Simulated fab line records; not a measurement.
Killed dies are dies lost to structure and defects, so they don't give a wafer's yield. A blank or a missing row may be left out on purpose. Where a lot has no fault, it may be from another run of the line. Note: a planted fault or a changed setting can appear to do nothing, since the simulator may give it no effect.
3 desks looking at one fault	flow n5 finfet	only its own numbers are on each desk; what lay behind them is given at the end

== THE DEFECT DESK ==
Per lot, the means of the sampled wafers with a number show what the inspections along the route counted. Marked OUT: a lot whose mean sits more than 4 standard deviations from the usual mean, which makes it out of limits; the brackets give that distance.
Columns: A = raw defect count at N5_BEOL_M6_INSPECT_58, usual 75; B = raw defect count at N5_BEOL_M7_INSPECT_13, usual 430
lot	first seen here	A	B
L449	day 11 04:49	47	440
L451	day 11 07:35	75	382
L455	day 13 10:41	91	446
L456	day 13 11:42	74	427
L457	day 13 15:52	71	429
L463	day 15 01:27	58	373
This desk's finding: nothing out of limits on any of the 6 lots.

== AT THE METROLOGY DESK ==
Lot by lot, what the gauges showed, no matter which tool ran the lot: averages of those sampled wafers that carry a number. Marked OUT: a lot whose mean sits more than 4 standard deviations from the usual mean, which makes it out of limits; the brackets give that distance.
Columns: A = M6_THK at N5_BEOL_M6_THK_MEAS_53, usual 81.8 nm; B = M6_RS at N5_BEOL_M6_RS_MEAS_57, usual 0.284 ohm/sq; C = M7_ILD_THK at N5_BEOL_M7_THK_MEAS_01, usual 154.9 nm; D = cd nm at N5_BEOL_M7_CD_MEAS_11, usual 38.4 nm; E = M7_OVL at N5_BEOL_M7_OVL_MEAS_12, usual 0.2 nm
lot	first seen here	A	B	C	D	E
L449	day 11 04:40	80.8	0.286	156.2	38.1	1.1
L451	day 11 07:26	80.9	0.286	155.6	38.3	0.2
L455	day 13 10:31	84.0	0.275	155.9	38.1	-0.4
L456	day 13 11:32	85.4	0.272	156.3	38.5	0.6
L457	day 13 15:43	83.0	0.277	153.8	38.0	0.4
L463	day 15 01:17	79.7	0.295	154.3	38.0	0.7
This desk's finding: nothing out of limits on any of the 6 lots.

== AT THE TOOL OWNER'S DESK: litho track-05 ==
The tool's own readings at N5_BEOL_M7_COAT_05 (resist thk 90 nm): means of the sampled wafers that have a number, for each lot that ran on this tool. Marked OUT: a lot whose mean sits more than 4 standard deviations from the usual mean, which makes it out of limits; the brackets give that distance.
Columns: A = spin speed rpm at N5_BEOL_M7_COAT_05, usual 1500.0 rpm
lot	first seen here	A
L449	day 11 06:20	1499.1
L455	day 13 11:58	1401.0 (-90) OUT
L457	day 13 18:11	1401.7 (-89) OUT
This desk's verdict: out of limits on L455, L457, starting with L455 at day 13 11:58 (spin speed rpm at N5_BEOL_M7_COAT_05). In limits: L449.

== PUT TOGETHER ==
On L455, L457, at day 13 11:58, an alarm was possible from the tool owner's desk.
Nothing out of limits was seen by the defect desk.
At the metrology desk, nothing out of limits was observed.
The defect desk has L455, L457 on record, within its limits.
The metrology desk holds a record of L455, L457, inside its limits.
Every lot named ran N5_BEOL_M7_COAT_05 on litho track-05.

== WHAT WAS PUT IN BY THE SIMULATOR ==
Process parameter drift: litho track-05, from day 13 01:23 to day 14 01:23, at N5_BEOL_M7_COAT_05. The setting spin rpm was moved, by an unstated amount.
Shown lots that were struck: L455, L457.
Delay in hours, fault start to first out-of-limits reading, by desk: the tool owner's desk at 11.
